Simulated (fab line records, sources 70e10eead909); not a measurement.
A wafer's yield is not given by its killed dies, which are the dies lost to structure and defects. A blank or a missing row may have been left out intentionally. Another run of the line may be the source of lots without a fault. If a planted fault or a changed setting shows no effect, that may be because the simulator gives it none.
Chamber matching || flow nand_harc || NHARC_P_ZERO_WELL_DESCUM_13 on rie_diel-07: 4 sister chambers
The step chemistry O2, time 3 s. 8 wafers are shown with their chamber, then 7 later ones without.

WAFERS WITH THEIR CHAMBER
{"wafer": "L075.2", "chamber": 2, "drypump_motor_current_A (A)": 5.9, "showerhead_plenum_p_Torr (Torr)": 1.94}
{"wafer": "L079.1", "chamber": 2, "drypump_motor_current_A (A)": 5.9, "showerhead_plenum_p_Torr (Torr)": 1.93}
{"wafer": "L079.3", "chamber": 3, "drypump_motor_current_A (A)": 4.9, "showerhead_plenum_p_Torr (Torr)": 1.85}
{"wafer": "L079.4", "chamber": 1, "drypump_motor_current_A (A)": 6.3, "showerhead_plenum_p_Torr (Torr)": 1.87}
{"wafer": "L083.4", "chamber": 3, "drypump_motor_current_A (A)": 4.9, "showerhead_plenum_p_Torr (Torr)": 1.85}
{"wafer": "L083.6", "chamber": 0, "drypump_motor_current_A (A)": 5.9, "showerhead_plenum_p_Torr (Torr)": 1.92}
{"wafer": "L085.1", "chamber": 0, "drypump_motor_current_A (A)": 5.8, "showerhead_plenum_p_Torr (Torr)": 1.92}
{"wafer": "L085.4", "chamber": 1, "drypump_motor_current_A (A)": 6.3, "showerhead_plenum_p_Torr (Torr)": 1.86}

WAFERS WITH NO CHAMBER GIVEN
{"wafer": "L085.5", "drypump_motor_current_A (A)": 4.9, "showerhead_plenum_p_Torr (Torr)": 1.85}
{"wafer": "L090.2", "drypump_motor_current_A (A)": 6.2, "showerhead_plenum_p_Torr (Torr)": 1.86}
{"wafer": "L090.5", "drypump_motor_current_A (A)": 5.8, "showerhead_plenum_p_Torr (Torr)": 1.91}
{"wafer": "L090.6", "drypump_motor_current_A (A)": 6.3, "showerhead_plenum_p_Torr (Torr)": 1.86}
{"wafer": "L093.2", "drypump_motor_current_A (A)": 5.8, "showerhead_plenum_p_Torr (Torr)": 1.91}
{"wafer": "L093.4", "drypump_motor_current_A (A)": 5.9, "showerhead_plenum_p_Torr (Torr)": 1.92}
{"wafer": "L093.5", "drypump_motor_current_A (A)": 6.3, "showerhead_plenum_p_Torr (Torr)": 1.85}

EACH ONE'S CHAMBER
{"wafer": "L085.5", "from the rows above": 3, "in truth": 3}
{"wafer": "L090.2", "from the rows above": 1, "in truth": 1}
{"wafer": "L090.5", "from the rows above": 0, "in truth": 0}
{"wafer": "L090.6", "from the rows above": 1, "in truth": 1}
{"wafer": "L093.2", "from the rows above": 0, "in truth": 0}
{"wafer": "L093.4", "from the rows above": "can't be placed: 0 or 2", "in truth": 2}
{"wafer": "L093.5", "from the rows above": 1, "in truth": 1}
Placed correctly: 6 of 7. Unplaceable from these rows: 1, with the true chamber sitting among the candidates in 1. 0 placed wrongly.
How it was worked out, from the rows above alone: a wafer's distance from a chamber is the root of the sum, over the readings, of the square of ((its reading less the chamber's mean) divided by the reading's scatter). The wafer belongs to the nearest chamber; if the next one is less than 2 further off, it can't be placed. A chamber's mean is the mean of its shown wafers. How the scatter is found: for the shown wafers, subtract from each reading the mean of its chamber, square and add these, divide the total by (wafers less chambers), then take the root.
